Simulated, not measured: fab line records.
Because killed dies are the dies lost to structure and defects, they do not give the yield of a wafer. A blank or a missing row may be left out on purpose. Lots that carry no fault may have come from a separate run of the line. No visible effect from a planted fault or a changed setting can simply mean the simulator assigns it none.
Matching of chambers + flow nand_harc + cmp-02 running NHARC_P_M1_CMP_23: 4 sister chambers
The step polishes, t overpolish 20 s, target thk 157.82 nm. 4 wafers are shown with their chamber, then 9 later ones without.

WAFERS WITH THEIR CHAMBER
| wafer  | chamber | motor_current_A (A) |
|--------|---------|---------------------|
| L082.1 | 1       | 13.3                |
| L083.1 | 0       | 12.2                |
| L085.3 | 3       | 13.6                |
| L085.5 | 2       | 9.7                 |

WAFERS WITHOUT THEIR CHAMBER
| wafer  | motor_current_A (A) |
|--------|---------------------|
| L086.1 | 14.2                |
| L086.2 | 10.1                |
| L086.4 | 13.6                |
| L092.1 | 12.9                |
| L092.4 | 13.9                |
| L092.5 | 10.3                |
| L094.3 | 13.0                |
| L094.4 | 10.0                |
| L094.6 | 12.2                |

EACH ONE'S CHAMBER
| wafer  | from the rows above          | in truth |
|--------|------------------------------|----------|
| L086.1 | can't be placed: 3 or 1      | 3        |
| L086.2 | 2                            | 2        |
| L086.4 | can't be placed: 3 or 1      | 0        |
| L092.1 | can't be placed: 1 or 3 or 0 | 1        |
| L092.4 | can't be placed: 3 or 1      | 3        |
| L092.5 | 2                            | 2        |
| L094.3 | can't be placed: 1 or 3 or 0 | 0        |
| L094.4 | 2                            | 2        |
| L094.6 | 0                            | 0        |
Placed correctly: 4 of 9. Cannot be placed on the basis of these rows: 5; the candidates contain the true chamber in 4. Number placed wrongly: 0.
How it was worked out, from the rows above alone: a wafer's distance from a chamber is the root of the sum, over the readings, of the square of ((its reading less the chamber's mean) divided by the reading's scatter). The wafer belongs to the nearest chamber; if the next one is less than 2 further off, it can't be placed. Each chamber's mean is taken over the wafers shown for it. The scatter: with one shown wafer a chamber, the root of the mean of the squares of how far each hidden wafer lies from its nearest shown one.
